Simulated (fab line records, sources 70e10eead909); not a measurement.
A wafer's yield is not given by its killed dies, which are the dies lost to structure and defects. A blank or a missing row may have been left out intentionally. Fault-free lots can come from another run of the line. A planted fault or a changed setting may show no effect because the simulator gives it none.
fab line records	flow nandHarc
record lots=6	wafers=18	lastDay=24
route steps=1159 shown A_STAIRCASE@530
lots that met no fault: taken from a fault-free run of the same line
startH: start of the lot's first displayed wafer, in hours after the record's first day	waitH: hours elapsed since this lot's preceding step	" unchanged from the row above	L1.1+2: a row that stands for several wafers	- no value, or no start given	* or withheld: withheld	< > ~ a bound
route shown NAME@n: names a module that has steps shown in the file, with the first one's number in the route	usual: average and standard deviation across the fault-free wafers	same: alike in all rows	chamber/n: place in a boat	sites: each site's reading	_std_site: the standard deviation of these	_edge_site: outer sites' mean less inner sites'	radiusMm: how far each site lies from the wafer's centre	mask NAME#n: copy n	behind: tool/chamber where the wafer was last shaped	hold: the reason the lot was held/the length of the hold in hours/how it ended	device: the n, p or np transistor that did not switch	end of line: the same wafers' tests at the end of the route	where a step has no rows: the recipe by itself	killed: count of dies lost to structure and defects at first sort (not the wafer's yield)	map: per-die view of a wafer (x killed, . not killed, _ where there is no die)
set.NAME: setting as actually run; set.NAME@STEP: the setting as run at that earlier step	model.NAME: the simulator's own value behind a step, which no gauge read
certain route steps with their lots: each step a table, each wafer a row
services: a tool's chamber out of use, with start hour (startH, from the record's first day; less than 0 if before it), hours out, and reason
## steps
# step NHARC_A_STAIRCASE_DESCUM_168
# recipe timeS=3	o2FlowSccm=200	arFlowSccm=0	biasPowerW=0	chemistry=O2
# usual drypumpMotorCurrentA=5.6/0.39	o2FlowSccm=200.1/0.62	oesProductAu=0.995/0.013	rfVppV=57.9/0.96	showerheadPlenumPTorr=1.94/0.088	throttleValvePct=11.311/0.0094
lot.wafer	tool	chamber	startH	waitH	drypumpMotorCurrentA	o2FlowSccm	oesProductAu	rfHoursCounterH	rfVppV	showerheadPlenumPTorr	throttleValvePct
L715.3	rieDiel-06	0	256.84	-	5.6	198.8	0.994	1	57.3	1.96	11.316
L715.1	"	3	"	"	4.8	200.8	0.983	2	58.4	2.01	11.293
L715.6	"	0	"	"	5.6	200.4	0.990	-	57.8	1.96	11.310
L716.3	rieDiel-06	3	261.72	-	4.8	200.3	0.981	3	58.2	2.01	11.323
L716.2	"	0	"	"	5.6	199.5	0.984	3	58.8	1.96	11.322
L716.4	"	2	"	"	5.5	199.8	1.015	1	57.8	2.02	11.307
L720.2	rieDiel-07	3	277.23	-	5.7	199.5	1.005	17	57.6	1.95	11.311
L720.3	"	0	"	"	5.3	199.4	0.985	16	58.6	2.02	11.303
L720.1	"	1	"	"	5.9	200.1	0.980	15	57.0	1.94	11.311
L719.1	rieDiel-06	3	277.39	-	4.8	200.8	0.982	7	58.6	2.00	11.302
L719.3	"	0	"	"	5.7	200.2	1.008	9	57.7	1.96	11.302
L719.5	"	2	"	"	5.5	200.6	1.009	-	57.5	2.02	11.298
L732.4	rieDiel-13	2	356.97	-	5.3	199.5	0.987	15	58.9	1.88	11.320
L732.3	"	3	"	"	5.5	200.6	0.987	26	57.1	1.77	11.306
L732.1	"	0	"	"	5.9	200.1	0.988	26	58.5	2.07	11.306
L735.2	rieDiel-06	1	368.90	-	5.6	199.8	0.980	40	58.4	1.85	11.311
L735.1	"	0	"	"	5.6	199.0	1.000	42	58.2	1.94	11.316
L735.5	"	1	"	"	5.7	200.7	0.977	-	57.0	1.85	11.309
# step NHARC_A_STAIRCASE_ETCH_169
# recipe targetDepthA=500	timeS=107.1	ionEnergyEv=120	ch3fFlowSccm=50	o2FlowSccm=30	arFlowSccm=200	rfW=500	biasW=100	chemistry=CH3F/O2
# usual ch3fFlowSccm=49.97/0.14	drypumpMotorCurrentA=5.6/0.38	o2FlowSccm=30.01/0.085	oesProductAu=0.949/0.024	rfVppV=244.8/1.6	showerheadPlenumPTorr=2.49/0.11	throttleValvePct=20.664/0.0087
lot.wafer	tool	chamber	startH	waitH	ch3fFlowSccm	drypumpMotorCurrentA	o2FlowSccm	oesProductAu	rfHoursCounterH	rfVppV	showerheadPlenumPTorr	throttleValvePct
L715.1	rieDiel-06	2	256.93	0.1	50.05	5.5	29.93	0.971	0	246.8	2.59	20.657
L715.3	"	0	"	"	49.75	5.6	30.02	0.942	2	244.9	2.51	20.670
L715.6	"	3	"	"	50.31	4.8	29.92	0.930	-	245.3	2.57	20.672
L716.3	rieDiel-06	2	261.81	0.1	50.08	5.5	30.03	0.991	1	245.7	2.59	20.662
L716.2	"	3	"	"	50.06	4.8	29.93	0.961	3	246.6	2.57	20.668
L716.4	"	0	"	"	50.24	5.6	30.01	0.966	3	244.8	2.51	20.655
L720.2	rieDiel-07	1	277.30	0.1	49.84	5.9	29.94	0.973	15	244.9	2.49	20.668
L720.3	"	2	"	"	50.15	6.3	30.08	0.960	15	246.5	2.65	20.659
L720.1	"	0	"	"	50.15	5.3	29.96	0.966	16	246.7	2.59	20.669
L719.1	rieDiel-06	0	277.48	0.1	49.95	5.7	30.08	0.967	9	244.4	2.51	20.650
L719.3	"	1	"	"	50.27	5.6	29.73	0.948	8	243.9	2.40	20.663
L719.5	"	0	"	"	50.03	5.6	30.11	0.964	-	247.2	2.51	20.664
L732.4	rieDiel-13	2	357.06	0.1	49.79	5.4	29.99	0.951	15	243.6	2.41	20.646
L732.1	"	0	"	"	49.92	5.9	29.99	0.961	26	246.9	2.65	20.653
L732.3	"	1	"	"	49.78	6.1	30.02	0.954	27	244.8	2.45	20.664
L735.1	rieDiel-06	2	369.17	0.2	49.66	5.5	29.99	0.941	39	246.2	2.57	20.668
L735.2	"	0	"	"	50.05	5.6	29.90	0.949	43	245.3	2.50	20.644
L735.5	"	2	"	"	50.19	5.5	30.09	0.949	-	246.1	2.57	20.650
# step NHARC_A_STAIRCASE_ETCH_170
# recipe targetDepthA=2000	timeS=66.667	ionEnergyEv=250	c4f6FlowSccm=25	o2FlowSccm=20	arFlowSccm=500	rfW=600	biasW=500	chemistry=C4F6/O2
# usual drypumpMotorCurrentA=5.6/0.38	o2FlowSccm=19.99/0.062	oesProductAu=0.969/0.015	rfVppV=548/3.5	showerheadPlenumPTorr=3.98/0.16	throttleValvePct=26.904/0.0091
lot.wafer	tool	chamber	startH	waitH	drypumpMotorCurrentA	o2FlowSccm	oesProductAu	rfHoursCounterH	rfVppV	showerheadPlenumPTorr	throttleValvePct
L715.3	rieDiel-06	1	-	-	5.7	20.11	0.947	2	545	3.83	26.885
L715.1	"	3	"	"	4.8	20.04	0.961	2	551	4.10	26.900
L715.6	"	1	"	"	5.7	20.06	0.951	-	545	3.83	26.903
L716.3	rieDiel-06	1	-	-	5.7	19.92	0.960	2	544	3.83	26.918
L716.2	"	3	"	"	4.8	19.95	0.942	3	549	4.10	26.908
L716.4	"	0	"	"	5.7	19.94	0.956	3	547	4.01	26.898
L720.3	rieDiel-07	0	-	-	5.3	20.04	0.971	16	552	4.12	26.911
L720.2	"	2	"	"	6.3	20.10	0.957	15	552	4.22	26.911
L720.1	"	3	"	"	5.8	20.03	0.979	17	548	4.00	26.907
L719.1	rieDiel-06	1	-	-	5.7	19.94	0.970	8	544	3.83	26.915
L719.3	"	2	"	"	5.5	19.81	0.995	6	550	4.12	26.882
L719.5	"	1	"	"	5.7	20.08	0.972	-	546	3.83	26.910
L732.3	rieDiel-13	1	-	-	6.1	20.01	0.968	27	548	3.91	26.908
L732.4	"	3	"	"	5.5	19.82	0.981	26	542	3.66	26.910
L732.1	"	0	"	"	5.9	20.07	0.967	26	552	4.21	26.912
L735.1	rieDiel-06	2	-	-	5.5	20.01	0.992	39	550	4.10	26.890
L735.2	"	0	"	"	5.6	19.97	0.969	43	550	3.98	26.907
L735.5	"	2	"	"	5.5	19.97	0.990	-	550	4.10	26.910
# step NHARC_A_STAIRCASE_STRIP_171
# recipe powerW=1500	tempC=250	chemistry=O2
# usual drypumpMotorCurrentA=5.7/0.33	heaterPowerW=351/27
lot.wafer	tool	chamber	startH	waitH	drypumpMotorCurrentA	heaterPowerW	rfHoursCounterH
L715.1	plasmaAsher-01	0	257.20	-	6.0	410	53
L715.3	"	0	"	"	5.9	402	-
L715.6	"	1	"	"	6.1	325	-
L716.2	plasmaAsher-02	0	262.08	-	5.2	328	22
L716.4	"	1	"	"	5.5	368	-
L716.3	"	0	"	"	5.2	339	-
L720.1	plasmaAsher-02	0	277.54	-	5.2	328	29
L720.2	"	1	"	"	5.5	369	29
L720.3	"	1	"	"	5.4	371	-
L719.1	plasmaAsher-02	1	277.87	-	5.4	364	29
L719.3	"	1	"	"	5.5	367	-
L719.5	"	1	"	"	5.5	382	-
L732.1	plasmaAsher-01	0	357.33	-	5.9	387	21
L732.3	"	0	"	"	6.0	382	-
L732.4	"	1	"	"	6.1	330	-
L735.1	plasmaAsher-02	0	369.53	-	5.3	343	0
L735.2	"	1	"	"	5.4	346	0
L735.5	"	0	"	"	5.3	351	-
# step NHARC_A_STAIRCASE_STRIP_172
# recipe timeS=900	tempC=130	chemistry=SPM
# step NHARC_A_STAIRCASE_PRECLEAN_173
# recipe timeS=*	tempC=50	bathAgeMin=0	chemistry=SC1
# step NHARC_A_STAIRCASE_SRD_174
# step NHARC_A_STAIRCASE_DEHYDRATE_01
# recipe tempC=150	timeS=120
# step NHARC_A_STAIRCASE_HMDS_02
# recipe timeS=30
# step NHARC_A_STAIRCASE_COAT_03
# recipe spinRpm=1200
# step NHARC_A_STAIRCASE_SOFTBAKE_04
# recipe tempC=135	timeS=170
# step NHARC_A_STAIRCASE_EBR_05
# step NHARC_A_STAIRCASE_EXPOSE_06
# recipe na=0.5	doseMj=25.43	maskId=STAIR
# usual exposureDoseMJCm2=25.430/0.025	focusOffsetNm=0.0/0.52
lot.wafer	tool	chamber	startH	waitH	mask	exposureDoseMJCm2	focusOffsetNm
L715.1	krfScanner-02	0	258.31	-	STAIR#0	25.439	0.1
L715.3	"	0	"	"	STAIR#0	25.427	0.1
L715.6	"	0	"	"	STAIR#0	25.455	0.4
L716.2	krfScanner-04	0	263.18	-	STAIR#0	25.463	-0.2
L716.3	"	0	"	"	STAIR#0	25.452	-0.6
L716.4	"	0	"	"	STAIR#0	25.437	0.7
L720.1	krfScanner-03	-	278.58	-	STAIR#0	-	-
L720.2	"	-	"	"	STAIR#0	-	-
L720.3	"	-	"	"	STAIR#0	-	-
L719.1	krfScanner-04	-	278.96	-	STAIR#0	-	-
L719.3	"	-	"	"	STAIR#0	-	-
L719.5	"	-	"	"	STAIR#0	-	-
L732.1	krfScanner-03	0	358.48	-	STAIR#0	25.419	0.6
L732.3	"	0	"	"	STAIR#0	25.441	0.1
L732.4	"	0	"	"	STAIR#0	25.476	0.0
L735.1	krfScanner-02	0	370.67	-	STAIR#0	25.476	-0.2
L735.2	"	0	"	"	STAIR#0	25.452	-0.2
L735.5	"	0	"	"	STAIR#0	25.423	-0.6
# step NHARC_A_STAIRCASE_PEB_07
# recipe pebTempC=115	pebTimeS=130
## services
tool	chamber	startH	hours	kind
krfScanner-03	-	236.58	9.4	repair
rieDiel-06	2	239.20	17.2	repair
rieDiel-06	-	241.58	9.0	pm
rieDiel-06	0	241.58	9.0	ventCycle
rieDiel-06	1	241.58	9.0	ventCycle
rieDiel-06	3	241.58	9.0	ventCycle
rieDiel-06	0	250.58	-	clean
rieDiel-06	0	250.58	-	consumableReplace:focusRing
rieDiel-06	1	250.58	-	clean
rieDiel-13	-	276.13	9.0	pm
plasmaAsher-01	-	276.40	9.0	pm
krfScanner-02	-	278.42	10.2	repair
rieDiel-13	2	286.64	8.8	repair
krfScanner-02	-	295.99	2.6	repair
krfScanner-04	-	298.00	4.0	pm
rieDiel-06	1	303.21	7.4	repair
rieDiel-07	1	304.31	1.4	repair
krfScanner-04	-	305.05	4.5	repair
rieDiel-06	-	323.32	2.1	repair
rieDiel-07	-	325.65	0.8	repair
rieDiel-06	0	338.06	2.3	repair
krfScanner-03	-	340.00	4.0	pm
plasmaAsher-02	-	360.32	9.0	pm
krfScanner-04	-	365.15	0.1	repair
## key
firstSign step=NHARC_A_STAIRCASE_EXPOSE_06	reading=toolRecord	direction=missing
effect none on later readings
metAt NHARC_A_STAIRCASE_EXPOSE_06
struckWafers L719.1,L719.3,L719.5,L720.1,L720.2,L720.3
laterRowsLeftOut L719.1,L719.3,L719.5,L720.1,L720.2,L720.3
sortLeftOut L719.1,L719.3,L719.5,L720.1,L720.2,L720.3
testerLeftOut L719,L720
onsetBetween 263.18 278.58
fault kind=skippedStepWhole	tool=krfScanner-03,krfScanner-04	chamber=-	onsetH=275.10	steps=NHARC_A_STAIRCASE_EXPOSE_06	scope=struckLotsOnly
# testerLeftOut: of these lots the tester's yield and bins aren't shown, on N5 and GAA mostly nor the transistor test; their killed dies are dies lost to structure and defects alone, not to doping, threshold or leakage, so they don't give the yield
# sortLeftOut: the simulated sort isn't trusted on such a fault, so these wafers' sort isn't shown, and their yield isn't known
# laterRowsLeftOut: the simulator's readings of these wafers behind a module that went badly wrong aren't trusted and aren't shown, but for the sort
